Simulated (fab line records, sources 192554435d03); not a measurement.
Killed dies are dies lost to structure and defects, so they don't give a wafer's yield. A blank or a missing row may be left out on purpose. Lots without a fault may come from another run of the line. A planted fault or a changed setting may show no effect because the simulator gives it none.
Split-lot experiment | flow n5_finfet | 7 lots, 21 wafers read, on a route of 1938 steps

THE SPLIT
At N5_BEOL_M3_COAT_67 (time 60 s, resist thk 60 nm), the setting spin_rpm was moved away from the recipe's 1500 rpm on 4 of the 21 wafers read, by -5.9% to +10.1%. The other wafers ran this setting at the recipe's value.

FROM THE SPLIT TO THE READING: what the file shows between them, 5 steps
- N5_BEOL_M3_COAT_22: resist thk 30 nm (also split here: spin_rpm)
- N5_BEOL_M3_EBR_24
- N5_BEOL_M3_SOFTBAKE_23: time 60 s
- N5_BEOL_M3_ALD_98: deposits SiO2, target thk 2.5 nm, pulse time 1 s, co reactant pulse time 1 s
- N5_BEOL_M3_ETCHBACK_99: etches SiO2 in CHF3, target depth 5 nm, time 10.4 s

THE READING
etch.depth_nm (the simulator's own value, which no gauge read), in nm, at N5_BEOL_M3_ETCH_70 (etches SOC in N2/H2, target depth 80 nm, overetch 16 nm, time 120 s). The file gives no usual value for it. The 17 wafers here that ran the recipe average 60.08 nm, standard deviation 0.2 nm.

wafer  | tool, chamber at the split | spin_rpm as run, rpm | against the recipe | etch.depth_nm, nm | against lot-mates on the recipe
L075.1 | litho_track-02, 0          | 1500                 | recipe             | 60.01             | -
L075.2 | litho_track-02, 0          | 1500                 | recipe             | 59.81             | -
L075.3 | litho_track-02, 0          | 1500                 | recipe             | 59.9              | -
L074.1 | litho_track-02, 0          | 1583                 | +5.5%              | 58.08             | -1.78
L074.2 | litho_track-02, 0          | 1500                 | recipe             | 59.86             | -
L074.5 | litho_track-02, 0          | 1500                 | recipe             | 59.87             | -
L077.1 | litho_track-05, 0          | 1412                 | -5.9%              | 61.87             | +1.70
L077.3 | litho_track-05, 0          | 1500                 | recipe             | 60.17             | -
L077.5 | litho_track-05, 0          | 1500                 | recipe             | 60.16             | -
L080.1 | litho_track-05, 0          | 1500                 | recipe             | 60.29             | -
L080.2 | litho_track-05, 0          | 1500                 | recipe             | 60.21             | -
L080.6 | litho_track-05, 0          | 1500                 | recipe             | 60.04             | -
L088.1 | litho_track-05, 0          | 1500                 | recipe             | 60.03             | -
L088.2 | litho_track-05, 0          | 1500                 | recipe             | 59.79             | -
L088.4 | litho_track-05, 0          | 1602                 | +6.8%              | 57.82             | -2.09
L092.1 | litho_track-02, 0          | 1500                 | recipe             | 60.12             | -
L092.2 | litho_track-02, 0          | 1500                 | recipe             | 60.04             | -
L092.3 | litho_track-02, 0          | 1500                 | recipe             | 60.09             | -
L093.1 | litho_track-02, 0          | 1500                 | recipe             | 60.27             | -
L093.2 | litho_track-02, 0          | 1651                 | +10.1%             | 57.48             | -2.97
L093.5 | litho_track-02, 0          | 1500                 | recipe             | 60.62             | -

THE FIT
A straight line over all 21 wafers: etch.depth_nm changes by -0.296 nm for each +1% of spin_rpm; r = -0.97; the points scatter about the line by 0.23 nm.
The same after taking each lot's own level away (the mean of its wafers on the recipe; 21 wafers): -0.3 nm for each +1%; r = -1.00; scatter 0.094 nm.
On that fit, the largest move of spin_rpm shifts the reading by 3 nm.
The lots' own levels span 59.865 to 60.445 nm, that is 2.9 times the standard deviation above.
So the lot-to-lot level changes the slope little: the two slopes agree.
Check: with one of the wafers moved furthest among these (+10.1%) left out of the fit, the line predicts -3.09 nm for it against its lot-mates. It came out at -2.97 nm against them.

OTHER SPLITS ON THESE WAFERS
These wafers also went through other splits before the reading. Each is held against what the fit with the lots' levels taken away leaves over:
other split on the same wafers        | wafers away from the commonest value | r with etch.depth_nm (lot level and that fit taken away)
N5_BEOL_M0_SAQP_ETCH_73 cf4_flow_sccm | 3                                    | +0.17
N5_BEOL_M3_COAT_22 spin_rpm           | 6                                    | -0.32

THE WHOLE CHAIN: every reading that the file lists as answering this split, in the file's order
step               | what it does                                                        | reading                                                                        | change (the file's fit)               | r (the file's)
N5_BEOL_M3_COAT_67 | time 60 s, resist thk 60 nm                                         | SOC_of_BEOL_M3_COAT_67.thk_nm (the simulator's own value, which no gauge read) | -0.3 nm for each +1% of the setting   | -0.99
N5_BEOL_M3_ETCH_70 | etches SOC in N2/H2, target depth 80 nm, overetch 16 nm, time 120 s | etch.depth_nm (the simulator's own value, which no gauge read)                 | -0.301 nm for each +1% of the setting | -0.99

THE FILE'S OWN FIT
etch.depth_nm changes by -0.301 nm for each +1% of spin_rpm, r = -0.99.
